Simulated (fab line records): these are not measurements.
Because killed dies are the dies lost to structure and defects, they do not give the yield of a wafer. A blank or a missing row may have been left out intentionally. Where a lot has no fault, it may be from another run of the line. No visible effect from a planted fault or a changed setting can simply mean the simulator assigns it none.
A lot that was struck, set against a sound lot || flow n5Finfet || 42 steps out of a route of 1938
Sound: wafers L888.3, L888.5, L888.6. Struck: wafer L898.3 (L898.5, L898.6, from the same lot, were not struck and are left out); the cause is given at the end.
Per side, at each step with rows, come the tool, then ch with its chambers, and then its first start. Under that, the readings that differ: sound wafers || struck wafers || difference of the means || sigmas: that difference in standard deviations of wafers without a fault.
alike: same words and numbers on both sides, and readings whose means sit less than 2 such deviations apart. not compared: any withheld reading, any reading some wafer has no value for, any bound like >300 that may hide the same value, and any number with overlapping values for which the record gives no deviation.
Wherever a step has rows on one side only, a row that says differs or no value, or a row with sigmas, the two part there. Non-overlapping numbers with no deviation appear without sigmas and do not part them. A reading that every wafer of one side lacks parts them only if that side has two wafers or more.

first, 3 steps without rows for these wafers: N5_PMOS_HMC_CHANNEL_EPI_EXPOSE_06 (exposes mask PMOS HMC BLK, target cd 240 nm); N5_PMOS_HMC_CHANNEL_EPI_PEB_07 (peb time 60 s); N5_PMOS_HMC_CHANNEL_EPI_DEVELOP_08 (develop time 30 s).
N5_PMOS_HMC_CHANNEL_EPI_CD_MEAS_09: target cd 237.4 nm.
  sound on cdSem-01 ch 0, day 1 23:32; struck on cdSem-01 ch 0, day 4 11:40
  alike: cdNm
N5_PMOS_HMC_CHANNEL_EPI_OVL_MEAS_10:
  sound on overlay-02 ch 0, day 1 23:34; struck on overlay-02 ch 0, day 4 11:42
  alike: PMOS_HMC_BLK_OVL
N5_PMOS_HMC_CHANNEL_EPI_INSPECT_11: inspects for defects (macro).
  sound on defectInspect-01 at day 1 23:35; struck on defectInspect-02 at day 4 11:44
  alike: rawDefectCount
then, 1 step without rows for these wafers: N5_PMOS_HMC_CHANNEL_EPI_DESCUM_14 (chemistry O2, time 7.9 s).
N5_PMOS_HMC_CHANNEL_EPI_ETCH_32: etches BARC in N2/H2, stops on SiO2, target depth 85.8 nm, time 50.3 s.
  sound on rieDiel-06 ch 1,2,3, day 1 23:44; struck on rieDiel-06 ch 3, day 4 11:47
{"reading": "throttleValvePct (%)", "sound": "17.94 18.24 17.88", "struck": 17.51, "difference": -0.51, "sigmas": -2}
  alike: drypumpMotorCurrentA, n2FlowSccm, oesProductAu, rfVppV, showerheadPlenumPTorr
  not compared: rfHoursCounterH
then, 4 steps without rows for these wafers: N5_PMOS_HMC_CHANNEL_EPI_HM_OPEN_15 (chemistry CHF3/O2, target SiO2, target depth 40.6 nm, time 20.3 s); N5_PMOS_HMC_CHANNEL_EPI_STRIP_33 (strips in N2/H2); N5_PMOS_HMC_CHANNEL_EPI_STRIP_17 (strips in SPM, time 750 s); N5_PMOS_HMC_CHANNEL_EPI_ETCH_38 (etches SiO2 in CF4, target depth 1.5 nm).
N5_PMOS_HMC_CHANNEL_EPI_FIN_RECESS_16: chemistry HBr/Cl2, target Si, target depth 54 nm, time 18 s.
  sound on rieSi-02 ch 1,3, day 2 00:11; struck on rieSi-02 ch 2, day 4 12:13
{"reading": "rfHoursCounterH (h)", "sound": "- - -", "struck": 1, "difference": "no value on the sound wafers", "sigmas": ""}
{"reading": "model.etch.depthNm (nm)", "sound": "54.83 54.34 54.48", "struck": 59.35, "difference": "+4.80", "sigmas": ""}
{"reading": "model.PMOS_HMC_CHANNEL_EPI.featureDepthNm (nm)", "sound": "54.83 54.34 54.48", "struck": 59.35, "difference": "+4.80", "sigmas": ""}
  alike: drypumpMotorCurrentA, oesProductAu, throttleValvePct
then, 7 steps without rows for these wafers: N5_PMOS_HMC_CHANNEL_EPI_PRECLEAN_36 (cleans in O3/DIW, time 45 s); N5_PMOS_HMC_CHANNEL_EPI_PRECLEAN_18 (cleans in DHF, time 30 s); N5_PMOS_HMC_CHANNEL_EPI_SRD_19 (time 30 s); N5_PMOS_HMC_CHANNEL_EPI_EPI_20 (deposits SiGe30, target thk 59 nm); N5_PMOS_HMC_CHANNEL_EPI_HM_STRIP_35 (strips SiO2 in dHF, material SiO2, target depth 39.6 nm, time 216 s); N5_PMOS_HMC_CHANNEL_EPI_SRD_39 (time 30 s); N5_PMOS_HMC_CHANNEL_EPI_CMP_21 (polishes SiGe30, target thk 54 nm).
N5_PMOS_HMC_CHANNEL_EPI_THK_MEAS_22:
  sound on filmMetro-02 at day 2 02:01; struck on filmMetro-02 at day 4 14:01
{"reading": "HMC_CMP_THK (nm)", "sound": "54.7 54.2 54.4", "struck": 59.2, "difference": "+4.8", "sigmas": "+8"}
then, 5 steps without rows for these wafers: N5_PMOS_HMC_CHANNEL_EPI_PRECLEAN_40 (cleans in DHF, time 30 s); N5_PMOS_HMC_CHANNEL_EPI_PRECLEAN_37 (cleans in O3/DIW, time 45 s); N5_PMOS_HMC_CHANNEL_EPI_PRECLEAN_24 (cleans in DHF, time 30 s); N5_PMOS_HMC_CHANNEL_EPI_SRD_25 (time 30 s); N5_PMOS_HMC_CHANNEL_EPI_EPI_26 (deposits Si from SiH4/H2, target thk 3.8 nm, time 22.7 s).
N5_PMOS_HMC_CHANNEL_EPI_INSPECT_30: inspects for defects (darkfield).
  sound on defectInspect-02 at day 2 02:30; struck on defectInspect-02 at day 4 14:30
  alike: rawDefectCount
then, 5 steps without rows for these wafers: N5_FIN_SAQP_PRECLEAN_42 (cleans in O3/DIW, time 60 s); N5_FIN_SAQP_PRECLEAN_00 (cleans in SC1, time 60 s); N5_FIN_SAQP_PRECLEAN_44 (cleans in SC2, time 45 s); N5_FIN_SAQP_SRD_01 (time 30 s); N5_FIN_SAQP_ALD_61 (deposits SiO2, target thk 4 nm, pulse time 1 s, purge time 2 s).
N5_FIN_SAQP_DENSIFY_62: time 60 s.
  sound on rtpAnneal-01 ch 0, day 2 02:53; struck on rtpAnneal-02 ch 0, day 4 16:10
{"reading": "lampPowerPct (%)", "sound": "9.84 9.91 9.95", "struck": 9.71, "difference": -0.19, "sigmas": -3}
  alike: wafer_temp_C_max
then, 1 step without rows for these wafers: N5_FIN_SAQP_HM_DEP_03 (deposits SiNx from SiH4/NH3/N2, target thk 38 nm, time 33.6 s).
N5_FIN_SAQP_THK_MEAS_05:
  sound on filmMetro-01 at day 2 03:08; struck on filmMetro-01 at day 4 16:24
{"reading": "thkNm (nm)", "sound": "38.0 38.3 38.3", "struck": 36.7, "difference": -1.5, "sigmas": -3}
N5_FIN_SAQP_PECVD_47: deposits a-Si from SiH4/He, target thk 45 nm, time 36.3 s.
  sound on pecvd-02 ch 0,1, day 2 03:11; struck on pecvd-01 ch 0, day 4 16:26
  alike: heaterPowerOuterW, heaterPowerW, showerheadPlenumPTorr, throttleValvePct
N5_FIN_SAQP_PECVD_48: deposits SiNx from SiH4/NH3/N2, target thk 25 nm, time 22.1 s.
  sound on pecvd-02 ch 0,1, day 2 03:15; struck on pecvd-01 ch 0, day 4 16:29
  alike: heaterPowerOuterW, heaterPowerW, showerheadPlenumPTorr, throttleValvePct
then, 1 step without rows for these wafers: N5_FIN_SAQP_PECVD_06 (deposits a-Si from SiH4/He, target thk 60 nm, time 48.1 s).
N5_FIN_SAQP_THK_MEAS_07:
  sound on filmMetro-01 at day 2 03:24; struck on filmMetro-01 at day 4 16:37
  alike: thkNm
N5_FIN_SAQP_HM_DEP_72: deposits SiO2 from SiH4/N2O, target thk 12 nm, time 7.2 s.
  sound on pecvd-01 ch 0,1,2, day 2 03:26; struck on pecvd-02 ch 0, day 4 16:38
  alike: heaterPowerOuterW, heaterPowerW, showerheadPlenumPTorr
then, 1 step without rows for these wafers: N5_FIN_SAQP_COAT_49 (time 60 s, resist thk 100 nm).
-- the record jumps here: 6 days lie between the struck wafers' starts before and after (it left off in module FIN_SAQP and takes up again in module BEOL_M4, whose first step shown is number 1111 of the route) --
N5_BEOL_M4_RC_MEAS_101:
  sound on prober-01 ch 0, day 8 10:14; struck on prober-01 ch 0, day 10 18:52
{"reading": "CJ_P", "sound": "5.63 5.82 5.85", "struck": 4.33, "difference": -1.44, "sigmas": -10}
{"reading": "DIBL_N (mV/V)", "sound": "39.6 38.6 36.4", "struck": 34.8, "difference": -3.4, "sigmas": -2}
{"reading": "SS_P (mV/dec)", "sound": "74.6 73.4 73.3", "struck": 72.6, "difference": -1.2, "sigmas": -2}
  alike: DIBL_P, IOFF_N, IOFF_P, ION_N, ION_P, SS_N, VT_N, VT_P

== WHERE THEY PART ==
At N5_PMOS_HMC_CHANNEL_EPI_ETCH_32 first; at N5_BEOL_M4_RC_MEAS_101 last (within this record only).

WHY: whatever the simulator had introduced
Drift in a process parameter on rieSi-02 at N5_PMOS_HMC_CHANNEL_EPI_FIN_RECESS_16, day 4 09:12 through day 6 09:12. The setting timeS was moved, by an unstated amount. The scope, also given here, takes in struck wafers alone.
